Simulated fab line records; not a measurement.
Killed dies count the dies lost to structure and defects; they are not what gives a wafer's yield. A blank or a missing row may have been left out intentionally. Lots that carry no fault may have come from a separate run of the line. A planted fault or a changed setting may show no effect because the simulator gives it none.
What tool caused it? :: flow n5 finfet :: Sampling: 12 lots, 36 wafers, 2 of 1938 route steps

## WHAT EACH GAUGE READ, for each wafer
N5_DUMMY_GATE_INSPECT_17: inspects for defects (brightfield).
lot: L075
measured: day 3 07:02
on: defect inspect-01
raw defect count: 172 278 175

lot: L077
measured: day 3 17:20
on: defect inspect-01
raw defect count: 176 143 139

lot: L079
measured: day 4 03:31
on: defect inspect-02
raw defect count: 264 243 184

lot: L081
measured: day 4 17:19
on: defect inspect-02
raw defect count: 169 235 224

lot: L083
measured: day 5 11:49
on: defect inspect-02
raw defect count: 222 202 199

lot: L085
measured: day 5 19:50
on: defect inspect-02
raw defect count: 187 245 209

lot: L087
measured: day 6 04:05
on: defect inspect-02
raw defect count: 267 174 207

lot: L089
measured: day 6 17:22
on: defect inspect-02
raw defect count: 208 262 303

lot: L091
measured: day 7 04:07
on: defect inspect-02
raw defect count: 191 150 120

lot: L093
measured: day 7 16:44
on: defect inspect-01
raw defect count: 151 164 253

lot: L095
measured: day 8 04:25
on: defect inspect-01
raw defect count: 184 156 125

lot: L097
measured: day 8 15:56
on: defect inspect-02
raw defect count: 141 91 150

## WHICH TOOL RAN EACH LOT (tool, then ch and the chambers of the sampled wafers, then the start)
lot: L075
N5_DUMMY_GATE_CMP_04: cmp-01 ch 0,1,2, day 3 02:19

lot: L077
N5_DUMMY_GATE_CMP_04: cmp-03 ch 1,2,3, day 3 12:38

lot: L079
N5_DUMMY_GATE_CMP_04: cmp-04 ch 0,1, day 3 22:44

lot: L081
N5_DUMMY_GATE_CMP_04: cmp-04 ch 1,2,3, day 4 12:33

lot: L083
N5_DUMMY_GATE_CMP_04: cmp-04 ch 0,2,3, day 5 07:16

lot: L085
N5_DUMMY_GATE_CMP_04: cmp-03 ch 0,1, day 5 15:07

lot: L087
N5_DUMMY_GATE_CMP_04: cmp-01 ch 1,2, day 5 23:20

lot: L089
N5_DUMMY_GATE_CMP_04: cmp-03 ch 0,1,2, day 6 10:39

lot: L091
N5_DUMMY_GATE_CMP_04: cmp-04 ch 0,1, day 6 23:26

lot: L093
N5_DUMMY_GATE_CMP_04: cmp-01 ch 0,1, day 7 12:05

lot: L095
N5_DUMMY_GATE_CMP_04: cmp-04 ch 0,1,3, day 7 23:48

lot: L097
N5_DUMMY_GATE_CMP_04: cmp-01 ch 1,2,3, day 8 11:14
- N5_DUMMY_GATE_CMP_04: polishes a-Si.

## THE ANSWER, worked out from the rows above alone
Rule: the usual values come from the lots themselves. The widest of any qualifying gaps counts: lots, ordered by their means at a reading, are off when they make up no more than a third of the lots, leave a main group of 4 or more, and stand apart from it by 3 or more times the standard deviation of that group's means. Not used: any main group whose means are identical at the precision the tables above print for the reading. Also off: a lot with no number at a reading for which 4 or more lots have one. Where the step has rows for the other lots, those lots are counted as sound.
Across all readings shown, no lot is off: no conclusion can be drawn from this.

## WHAT THE SIMULATOR PUT IN
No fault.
